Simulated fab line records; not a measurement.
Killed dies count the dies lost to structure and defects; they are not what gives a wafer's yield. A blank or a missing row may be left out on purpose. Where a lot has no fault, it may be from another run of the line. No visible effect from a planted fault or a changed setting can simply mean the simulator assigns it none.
fab line records ; flow nandHarc
[record] lots = 5; wafers = 14; lastDay = 33
route steps=1302 shown A_CHANNEL_FILL_D1@507 A_DECK1_JOINT@518 END@1302
lots with no fault: from the same line, run without faults
startH: the number of hours between the record's first day and the start of the first shown wafer of the lot ; waitH: hours elapsed since this lot's preceding step ; " same as the row above ; L1.1+2: a row that stands for several wafers ; - no value, or no start given ; * or withheld: withheld ; < > ~ a bound
route shown NAME@n: names a module that has steps shown in the file, with the first one's number in the route ; usual: average and standard deviation across the fault-free wafers ; same: alike in all rows ; chamber/n: place in a boat ; sites: readings site by site ; _std_site: standard deviation across them ; _edge_site: inner sites' mean taken away from outer sites' mean ; radiusMm: for every site, how far away it sits from the centre of the wafer ; mask NAME#n: copy n ; behind: tool/chamber where the wafer was last shaped ; hold: why the lot was held/for how many hours/how that ended ; device: names the non-switching transistor (n, p or np) ; end of line: the route-end tests of the same wafers ; for a step that has no rows: nothing shown but its recipe ; killed: dies lost to structure and defects at the first sort, not the wafer's yield ; map: a wafer's dies, marking killed ones x, the rest . and places with no die _
set.NAME: setting as actually run; set.NAME@STEP: the setting as run at that earlier step ; model.NAME: the simulator's own value behind a step, which no gauge read
lots at some steps of the route; a table a step, a row a wafer
services: from which hour (startH, from the record's first day; less than 0 if before it) a tool's chamber was out of use, for how many hours, and why
[[steps]]
[step NHARC_A_CHANNEL_FILL_D1_ALD_25]
[recipe] targetThkA = 600; pulseTimeS = 10; aldCycles = 600; tempC = 300; material = SiOx
[usual] heaterPowerW = 453/52; precursorPulseHeightRel = 0.999/0.02
lot.wafer;tool;chamber;startH;waitH;heaterPowerW;precursorPulseHeightRel
L192.3;aldHk-01;3;255.75;0.1;414;0.987
L192.2;aldHk-01;2;259.40;3.7;497;0.980
L192.6;aldHk-01;0;261.83;6.1;499;0.997
L198.2;aldHk-04;2;307.31;0.1;379;0.982
L198.1;aldHk-04;3;307.31;0.1;498;0.984
L198.6;aldHk-04;2;309.77;2.5;371;0.995
L204.3;aldHk-01;1;373.81;0.7;465;1.000
L204.2;aldHk-01;2;373.81;0.7;520;0.992
L204.6;aldHk-01;0;375.67;2.5;452;1.013
L206.2;aldHk-01;3;382.62;0.1;369;0.977
L206.5;aldHk-01;3;385.10;2.5;378;1.022
L213.3;aldHk-04;1;453.28;1.3;444;0.992
L213.1;aldHk-04;2;453.28;1.3;368;1.030
L213.5;aldHk-04;3;453.28;1.3;496;0.991
[step NHARC_A_CHANNEL_FILL_D1_ETCHBACK_08]
[recipe] targetDepthA = 2200; timeS = 110; c4f8FlowSccm = 20; arFlowSccm = withheld; rfW = 600; biasW = 300; chemistry = C4F8
[usual] oesProductAu = 0.96/0.036; rfVppV = 441.1/2.4; runLengthS = 131.2/0.41
lot.wafer;tool;chamber;startH;waitH;oesProductAu;rfHoursCounterH;rfVppV;runLengthS
L192.3;rieDiel-12;3;-;-;0.93;8;440.4;130.5
L192.2;rieDiel-12;0;-;-;0.91;8;439.4;131.3
L192.6;rieDiel-12;1;-;-;0.91;-;443.7;131.0
L198.2;rieDiel-12;0;-;-;0.93;2;439.1;131.3
L198.1;rieDiel-12;1;-;-;0.93;2;442.6;131.2
L198.6;rieDiel-12;3;-;-;0.92;-;440.2;130.4
L204.2;rieDiel-05;3;-;-;0.92;7;440.5;132.0
L204.3;rieDiel-05;0;-;-;0.93;7;443.3;130.6
L204.6;rieDiel-05;2;-;-;0.92;-;435.5;131.7
L206.2;rieDiel-12;2;-;-;0.93;6;437.7;131.2
L206.5;rieDiel-12;0;-;-;0.92;-;441.1;131.2
L213.3;rieDiel-12;0;-;-;1.00;0;440.2;131.3
L213.1;rieDiel-12;1;-;-;1.00;0;442.7;131.3
L213.5;rieDiel-12;2;-;-;1.00;-;438.1;130.9
[step NHARC_A_CHANNEL_FILL_D1_STRIP_29]
[recipe] timeS = 20; o2FlowSccm = 500; arFlowSccm = 0; biasW = 0; chemistry = O2
[usual] drypumpMotorCurrentA = 5.6/0.45; o2FlowSccm = 500.0/1.6; oesProductAu = 1.000/0.0082; rfVppV = 57.8/0.88; showerheadPlenumPTorr = 3.56/0.12; throttleValvePct = 17.036/0.009
lot.wafer;tool;chamber;startH;waitH;drypumpMotorCurrentA;o2FlowSccm;oesProductAu;rfHoursCounterH;rfVppV;showerheadPlenumPTorr;throttleValvePct
L192.2;rieDiel-12;3;-;-;6.4;501.3;0.992;8;58.1;3.51;17.018
L192.3;rieDiel-12;1;-;-;5.7;500.9;0.987;8;58.4;3.59;17.033
L192.6;rieDiel-12;3;-;-;6.5;499.2;0.996;-;57.7;3.51;17.029
L198.1;rieDiel-12;3;-;-;6.5;499.4;0.991;2;58.3;3.51;17.030
L198.2;rieDiel-12;0;-;-;5.4;498.1;0.994;2;59.2;3.52;17.029
L198.6;rieDiel-12;1;-;-;5.7;500.3;0.990;-;58.2;3.59;17.028
L204.2;rieDiel-05;0;-;-;5.2;500.4;1.007;7;58.9;3.70;17.041
L204.3;rieDiel-05;2;-;-;5.6;500.0;1.000;7;58.5;3.31;17.032
L204.6;rieDiel-05;3;-;-;6.2;500.2;1.009;-;57.8;3.54;17.035
L206.2;rieDiel-12;2;-;-;5.3;502.1;1.004;6;57.2;3.42;17.026
L206.5;rieDiel-12;2;-;-;5.2;497.7;0.998;-;57.2;3.41;17.037
L213.1;rieDiel-12;0;-;-;5.4;497.5;0.996;0;58.0;3.51;17.032
L213.3;rieDiel-12;2;-;-;5.3;500.9;1.003;0;56.6;3.41;17.029
L213.5;rieDiel-12;1;-;-;5.7;498.7;0.996;-;56.6;3.58;17.031
[step NHARC_A_CHANNEL_FILL_D1_PRECLEAN_30]
[recipe] timeS = 30; chemistry = dHF
[step NHARC_A_CHANNEL_FILL_D1_SRD_31]
[step NHARC_A_CHANNEL_FILL_D1_CVD_09]
[recipe] targetThkA = 1500; tempC = 620; pressureMtorr = 200; timeS = 3000; material = poly-Si
[step NHARC_A_CHANNEL_FILL_D1_CMP_10]
[recipe] targetThkNm = 150
[usual] motorCurrentA = 11.4/1.1; slurryFlowMlMin = 149.9/0.39; timeToEndpointS = 14.7/2
lot.wafer;tool;chamber;startH;waitH;motorCurrentA;slurryFlowMlMin;timeToEndpointS
L192.3;cmp-01;1;270.65;0.4;13.2;149.3;12.2
L192.2;cmp-01;0;270.65;0.4;12.3;149.5;13.2
L192.6;cmp-01;1;270.65;0.4;13.1;149.9;16.0
L198.2;cmp-01;0;318.85;0.4;12.4;149.7;16.3
L198.1;cmp-01;1;318.85;0.4;13.4;149.9;15.5
L198.6;cmp-01;3;318.85;0.4;11.0;150.0;15.3
L204.2;cmp-03;1;384.60;0.4;12.0;150.3;16.9
L204.3;cmp-03;0;384.60;0.4;12.2;149.7;13.6
L204.6;cmp-03;2;384.60;0.4;11.0;149.5;14.1
L206.2;cmp-04;2;394.76;0.4;9.5;150.6;14.5
L206.5;cmp-04;0;394.76;0.4;11.7;149.3;13.7
L213.3;cmp-03;1;463.47;0.4;11.2;150.5;15.7
L213.1;cmp-03;3;463.47;0.4;12.3;150.8;13.7
L213.5;cmp-03;1;463.47;0.4;11.4;150.2;15.8
[step NHARC_A_CHANNEL_FILL_D1_SRD_12]
[step NHARC_A_CHANNEL_FILL_D1_INSPECT_13]
[usual] rawDefectCount = 311/130
lot.wafer;tool;chamber;startH;waitH;rawDefectCount
L192.2;defectInspect-02;-;271.07;0.0;205
L192.3;defectInspect-02;-;271.07;0.0;206
L192.6;defectInspect-02;-;271.07;0.0;219
L198.1;defectInspect-01;-;319.22;0.0;142
L198.2;defectInspect-01;-;319.22;0.0;234
L198.6;defectInspect-01;-;319.22;0.0;246
L204.2;defectInspect-02;-;385.03;0.0;222
L204.3;defectInspect-02;-;385.03;0.0;305
L204.6;defectInspect-02;-;385.03;0.0;341
L206.2;defectInspect-01;-;395.13;0.0;159
L206.5;defectInspect-01;-;395.13;0.0;344
L213.1;defectInspect-01;-;463.86;0.0;174
L213.3;defectInspect-01;-;463.86;0.0;142
L213.5;defectInspect-01;-;463.86;0.0;167
[step NHARC_A_DECK1_JOINT_ETCHBACK_07]
[recipe] targetDepthA = 1050; timeS = 26.9; hbrFlowSccm = 150; rfW = 350; icpW = 350; biasW = 60; chemistry = HBr
[usual] drypumpMotorCurrentA = 5.5/0.36; oesProductAu = 1.002/0.0071; runLengthS = 48.2/0.41; throttleValvePct = 23.266/0.011
lot.wafer;tool;chamber;startH;waitH;drypumpMotorCurrentA;oesProductAu;rfHoursCounterH;runLengthS;throttleValvePct
L192.2;rieSi-04;1;271.15;0.1;6.0;1.010;0.8;48.6;23.261
L192.3;rieSi-04;2;271.15;0.1;5.2;1.012;1.0;48.3;23.258
L192.6;rieSi-04;0;271.15;0.1;5.5;1.016;-;47.8;23.274
L198.2;rieSi-03;1;319.29;0.1;5.8;0.986;0.6;48.2;23.259
L198.1;rieSi-03;2;319.29;0.1;5.1;1.007;0.5;47.5;23.244
L198.6;rieSi-03;1;319.29;0.1;5.8;0.994;-;48.2;23.258
L204.3;rieSi-02;1;385.12;0.1;5.9;1.000;0.8;48.1;23.276
L204.2;rieSi-02;2;385.12;0.1;5.9;1.000;0.5;48.4;23.284
L204.6;rieSi-02;0;385.12;0.1;5.4;1.003;-;47.8;23.253
L206.2;rieSi-04;1;395.22;0.1;5.9;1.010;0.2;44.6;23.280
L206.5;rieSi-04;3;395.22;0.1;5.7;1.009;-;48.0;23.249
L213.1;rieSi-03;0;463.93;0.1;5.5;1.002;0.4;48.9;23.267
L213.3;rieSi-03;2;463.93;0.1;5.1;0.996;0.4;48.2;23.256
L213.5;rieSi-03;0;463.93;0.1;5.5;1.002;-;48.3;23.280
[step NHARC_A_DECK1_JOINT_ETCH_25]
[recipe] targetDepthA = 5; chemistry = dHF; material = SiO2
[step NHARC_END_SORT_01]
[recipe] tempC = 25
[usual] killedAtArray = 56/20; killedAtOther = 1/1.3; killedAtPeriphery = 3.5/2.7; killedDies = 60/20; killedOpen = 3.3/1.6; killedShort = 2.4/1.5
[same] grossDies = 677
lot.wafer;tool;chamber;startH;waitH;killedAtArray;killedAtOther;killedAtPeriphery;killedDies;killedOpen;killedShort
L192.2;prober-02;0;580.87;2.8;72;0;5;77;0;0
L192.3;prober-02;0;581.67;3.1;68;1;8;77;3;3
L192.6;prober-02;0;584.07;4.0;88;1;12;101;3;1
L198.1;prober-01;0;631.95;2.5;60;0;0;60;5;2
L198.2;prober-01;0;632.75;2.8;71;0;3;74;4;1
L198.6;prober-01;0;635.97;4.0;64;3;2;69;2;1
L204.2;prober-01;0;711.82;2.8;80;0;5;85;6;2
L204.3;prober-01;0;712.60;3.0;83;0;2;85;2;1
L204.6;prober-01;0;714.95;3.9;85;1;6;92;3;0
L206.2;prober-02;0;722.75;2.8;89;1;2;92;4;1
L206.5;prober-02;0;725.14;3.7;96;0;0;96;1;2
L213.1;prober-01;0;780.29;2.5;20;2;2;24;1;2
L213.3;prober-01;0;781.84;3.1;15;3;2;20;2;3
L213.5;prober-01;0;783.40;3.6;17;2;5;24;4;6
// killed by level:class
L192.2 A_SLIT:chamberFilmFlake=32 A_CHANNEL_HOLE_D2:chamberFilmFlake=20 A_CHANNEL_HOLE_D1:chamberFilmFlake=6 A_STAIRCASE:chamberFilmFlake=4 P_GATE:chamberFilmFlake=3 A_SGD_CUT:chamberFilmFlake=3 A_CONTACT:chamberFilmFlake=3 P_STI:chamberFilmFlake=2
L192.3 A_SLIT:chamberFilmFlake=32 A_CHANNEL_HOLE_D2:chamberFilmFlake=19 P_GATE:chamberFilmFlake=5 A_CHANNEL_HOLE_D1:chamberFilmFlake=5 A_STAIRCASE:chamberFilmFlake=3 A_M0:geometricParticle:open=2 A_SGD_CUT:chamberFilmFlake=2 A_DECK1_JOINT:geometricParticle:short=1
L192.6 A_CHANNEL_HOLE_D2:chamberFilmFlake=36 A_SLIT:chamberFilmFlake=26 A_SGD_CUT:chamberFilmFlake=9 A_CHANNEL_HOLE_D1:chamberFilmFlake=6 P_STI:chamberFilmFlake=5 A_STAIRCASE:chamberFilmFlake=5 P_GATE:chamberFilmFlake=3 P_M0:geometricParticle:open=2
L198.1 A_SLIT:chamberFilmFlake=28 A_CHANNEL_HOLE_D2:chamberFilmFlake=21 A_M0:geometricParticle:open=3 A_CONTACT:geometricParticle:open=2 A_CHANNEL_HOLE_D1:chamberFilmFlake=2 A_ONON_D1:geometricParticle:short=1 A_WL_FILL:geometricParticle:short=1 A_CONTACT:chamberFilmFlake=1
L198.2 A_CHANNEL_HOLE_D2:chamberFilmFlake=35 A_SLIT:chamberFilmFlake=21 A_CONTACT:chamberFilmFlake=3 A_M0:geometricParticle:open=2 A_CHANNEL_HOLE_D1:chamberFilmFlake=2 A_CHANNEL_FILL_D2:chamberFilmFlake=2 A_CHANNEL_HOLE_D1:geometricParticle:open=1 A_CHANNEL_FILL_D1:geometricParticle:open=1
L198.6 A_SLIT:chamberFilmFlake=30 A_CHANNEL_HOLE_D2:chamberFilmFlake=27 THIN_TSV:chamberFilmFlake=3 P_GATE:chamberFilmFlake=2 A_STAIRCASE:chamberFilmFlake=2 A_ONON_D1:geometricParticle:open=1 A_ONON_D2:geometricParticle:short=1 A_M0:geometricParticle:open=1
L204.2 A_SLIT:chamberFilmFlake=41 A_CHANNEL_HOLE_D2:chamberFilmFlake=17 A_STAIRCASE:chamberFilmFlake=7 A_CONTACT:chamberFilmFlake=6 A_CHANNEL_HOLE_D1:chamberFilmFlake=5 P_M0:geometricParticle:open=2 P_GATE:geometricParticle:short=1 P_GATE:geometricParticle:open=1
L204.3 A_SLIT:chamberFilmFlake=33 A_CHANNEL_HOLE_D1:chamberFilmFlake=17 A_CHANNEL_HOLE_D2:chamberFilmFlake=15 A_STAIRCASE:chamberFilmFlake=11 A_CONTACT:chamberFilmFlake=4 A_ONON_D1:geometricParticle:short=1 A_SGD_CUT:geometricParticle:open=1 A_WL_FILL:geometricParticle:open=1
L204.6 A_SLIT:chamberFilmFlake=37 A_CHANNEL_HOLE_D1:chamberFilmFlake=15 A_CHANNEL_HOLE_D2:chamberFilmFlake=14 A_STAIRCASE:chamberFilmFlake=11 A_CONTACT:chamberFilmFlake=5 P_STI:chamberFilmFlake=3 A_ONON_D1:geometricParticle:open=2 P_ZERO_WELL:chamberFilmFlake=2
L206.2 A_SLIT:chamberFilmFlake=35 A_CHANNEL_HOLE_D2:chamberFilmFlake=21 A_CHANNEL_HOLE_D1:chamberFilmFlake=17 A_CONTACT:chamberFilmFlake=8 A_WL_FILL:chamberFilmFlake=3 A_CHANNEL_FILL_D2:geometricParticle:open=2 P_M0:geometricParticle:open=1 A_CHANNEL_FILL_D2:geometricParticle:short=1
L206.5 A_CHANNEL_HOLE_D1:chamberFilmFlake=36 A_SLIT:chamberFilmFlake=28 A_CHANNEL_HOLE_D2:chamberFilmFlake=12 A_CONTACT:chamberFilmFlake=8 A_STAIRCASE:chamberFilmFlake=5 A_WL_FILL:chamberFilmFlake=3 A_ONON_D1:geometricParticle:short=2 A_WL_FILL:geometricParticle:open=1
L213.1 A_BLC:chamberFilmFlake=9 A_SLIT:chamberFilmFlake=5 THIN_TSV:chamberFilmFlake=2 A_CHANNEL_FILL_D1:geometricParticle:open=1 A_DECK1_JOINT:geometricParticle:short=1 A_WL_FILL:geometricParticle:short=1 P_STI:chamberFilmFlake=1 P_GATE:chamberFilmFlake=1
L213.3 A_CHANNEL_FILL_D1:chamberFilmFlake=4 A_SLIT:chamberFilmFlake=4 P_GATE:chamberFilmFlake=2 THIN_TSV:chamberFilmFlake=2 A_ONON_D2:geometricParticle:short=1 A_SGD_CUT:geometricParticle:short=1 A_CONTACT:geometricParticle:open=1 A_BLC:geometricParticle:open=1
L213.5 A_CHANNEL_FILL_D1:chamberFilmFlake=3 A_SLIT:chamberFilmFlake=3 P_GATE:chamberFilmFlake=2 P_M0:chamberFilmFlake=2 P_M2:geometricParticle:short=1 A_CHANNEL_HOLE_D1:geometricParticle:short=1 A_CHANNEL_FILL_D1:geometricParticle:open=1 A_DECK1_JOINT:geometricParticle:short=1
[[services]]
tool;chamber;startH;hours;kind
cmp-01;-;247.87;0.5;repair
rieDiel-12;0;251.52;10.3;repair
cmp-03;-;252.28;1.6;repair
rieSi-03;0;253.46;2.5;repair
rieDiel-12;2;253.54;4.0;repair
cmp-03;-;260.00;4.0;pm
rieDiel-12;-;268.40;9.0;pm
aldHk-01;-;272.87;2.3;repair
cmp-03;-;286.45;1.7;repair
cmp-01;-;286.52;4.0;pm
cmp-01;-;295.34;1.8;repair
cmp-03;-;298.51;1.8;repair
aldHk-01;-;299.92;10.0;pm
rieDiel-05;0;305.26;3.9;repair
aldHk-01;-;322.13;2.1;repair
rieDiel-12;1;325.14;5.4;repair
cmp-03;-;358.00;4.0;pm
rieSi-03;2;360.17;1.0;repair
aldHk-04;-;366.28;2.0;repair
cmp-03;-;369.17;0.7;repair
cmp-03;-;372.50;1.0;repair
rieDiel-12;0;376.33;3.3;repair
rieDiel-12;0;441.02;2.6;repair
rieDiel-12;-;445.40;9.0;pm
[[key]]
[firstSign] step = NHARC_A_DECK1_JOINT_ETCHBACK_07; reading = runLengthS; direction = down; sigmas = 8.7; usual = *; struck = *
effect none on later readings
metAt NHARC_A_DECK1_JOINT_ETCHBACK_07
struckWafers L206.2
testerLeftOut L206
onsetBetween 271.15 395.22
[fault] kind = processParameterDrift; tool = rieSi-04; chamber = -; onsetH = 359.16; steps = NHARC_A_DECK1_JOINT_ETCHBACK_07; channel = timeS; offset = *; shape = step; endH = 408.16; scope = struckWafersOnly; actsIn = *; stated = *
// testerLeftOut: of these lots the tester's yield and bins aren't shown, on N5 and GAA mostly nor the transistor test; their killed dies are dies lost to structure and defects alone, not to doping, threshold or leakage, so they don't give the yield
